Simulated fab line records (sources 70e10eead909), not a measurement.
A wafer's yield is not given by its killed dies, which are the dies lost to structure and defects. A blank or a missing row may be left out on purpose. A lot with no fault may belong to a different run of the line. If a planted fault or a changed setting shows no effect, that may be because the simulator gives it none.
A lot that was struck, set against a sound lot / flow nand-harc / 15 out of 1302 route steps
Sound: these wafers, L442.1, L442.2, L442.6. The struck wafers were L447.3, L447.5, L447.6. Last of all comes the cause.
Each step with rows lists, per side, the tool, then ch with its chambers, then its first start. Under that, the readings that differ: sound wafers / struck wafers / difference of the means / sigmas: that difference in standard deviations of wafers without a fault.
alike: a reading whose means differ by less than 2 such deviations, as well as words and numbers matching on both sides. not compared: withheld readings; readings where some wafer has no value; bounds like >300 that might hide an equal value; numbers whose values overlap and for which the record gives no deviation.
A row with sigmas, a row that says differs or no value, or rows on one side alone: a step with any of these is where the two part. When numbers do not overlap yet have no deviation, they are printed without sigmas and do not part them. Lack of a reading on every wafer of one side parts them only where that side has two or more wafers.

NHARC_A_CHANNEL_HOLE_D1_ETCH_44: etches the open film in CF4/O2, target depth 140 nm, overetch 14 nm, time 77 s.
  sound on rie-diel-05 ch 0,1, day 9 19:43; struck on rie-diel-01 ch 0,1,2, day 11 07:54
  alike: drypump-motor-current-A, oes-product-au, rf-vpp-V, showerhead-plenum-p-Torr, throttle-valve-pct
  not compared: rf-hours-counter-h
NHARC_A_CHANNEL_HOLE_D1_STRIP_27: strips in O2.
  sound on rie-diel-05 ch 0,1,2; struck on rie-diel-01 ch 2,3
  alike: drypump-motor-current-A, oes-product-au, rf-vpp-V, showerhead-plenum-p-Torr, throttle-valve-pct
  not compared: rf-hours-counter-h
then, 2 steps without rows for these wafers: NHARC_A_CHANNEL_HOLE_D1_PRECLEAN_28 (cleans in SC1); NHARC_A_CHANNEL_HOLE_D1_SRD_29.
NHARC_A_CHANNEL_HOLE_D1_CD_MEAS_30:
  sound on cd-sem-02 at day 9 20:38; struck on cd-sem-02 at day 11 08:41
  alike: cd-nm
NHARC_A_CHANNEL_HOLE_D1_XSEM_31:
  sound on xsem-01 ch 0, day 9 20:43; struck on xsem-01 ch 0, day 11 08:46
  alike: bot-cd-nm, bow-nm, tilt-deg
NHARC_A_CHANNEL_HOLE_D1_INSPECT_40:
  sound on defect-inspect-01 at day 9 20:49; struck on defect-inspect-02 at day 11 08:52
  alike: raw-defect-count
then, 2 steps without rows for these wafers: NHARC_A_CHANNEL_FILL_D1_PRECLEAN_00 (cleans in SC1); NHARC_A_CHANNEL_FILL_D1_SRD_01.
NHARC_A_CHANNEL_FILL_D1_ALD_02: deposits SiO2, target thk 6 nm, pulse time 10 s, ald cycles 60.
  sound on ald-hk-04 ch 2,3, day 9 21:08; struck on ald-hk-01 ch 0,2,3, day 11 09:12
  alike: ald-cycles, heater-power-w, precursor-pulse-height-rel, susceptor-temp-C
then, 2 steps without rows for these wafers: NHARC_A_CHANNEL_FILL_D1_ALD_03 (deposits SiNx, target thk 6 nm, pulse time 60 s, ald cycles 58); NHARC_A_CHANNEL_FILL_D1_ALD_14 (deposits SiO2, target thk 2.5 nm, pulse time 10 s, ald cycles 25).
NHARC_A_CHANNEL_FILL_D1_ALD_15: deposits SiNx, target thk 2 nm, pulse time 60 s, ald cycles 19.
  sound on ald-sin-batch-01 ch 0, day 10 07:11; struck on ald-sin-batch-02 ch 0, day 11 19:11
reading=ald-cycles; sound=19 19 19; struck=20 20 20; difference=+1; sigmas=
reading=susceptor-temp-C (C); sound=- - -; struck=629.9 630.2 630.0; difference=no value on the sound wafers; sigmas=
  alike: precursor-pulse-height-rel
NHARC_A_CHANNEL_FILL_D1_ALD_16: deposits SiO2, target thk 1.5 nm, pulse time 10 s, ald cycles 15.
  sound on ald-hk-03 ch 0,2,3, day 10 09:16; struck on ald-hk-03 ch 0,3, day 11 21:15
  alike: ald-cycles, heater-power-w, precursor-pulse-height-rel, susceptor-temp-C
-- jump in the record: it breaks off in module A_CHANNEL_FILL_D1 and resumes in module END (first step shown: number 1302 of the route), and 14 days separate the struck wafers' starts before and after --
NHARC_END_SORT_01:
  at this point the record logs the struck wafers (prober-01 ch 0, day 26 08:50) and has no rows for the sound ones

## WHERE THEY PART
At NHARC_A_CHANNEL_FILL_D1_ALD_15 first; at NHARC_END_SORT_01 last (within this record only).

WHY: the cause the simulator had injected
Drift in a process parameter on ald-sin-batch-02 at NHARC_A_CHANNEL_FILL_D1_ALD_15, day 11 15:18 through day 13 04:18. Setting ald-cycles shifted by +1 from 19. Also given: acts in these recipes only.
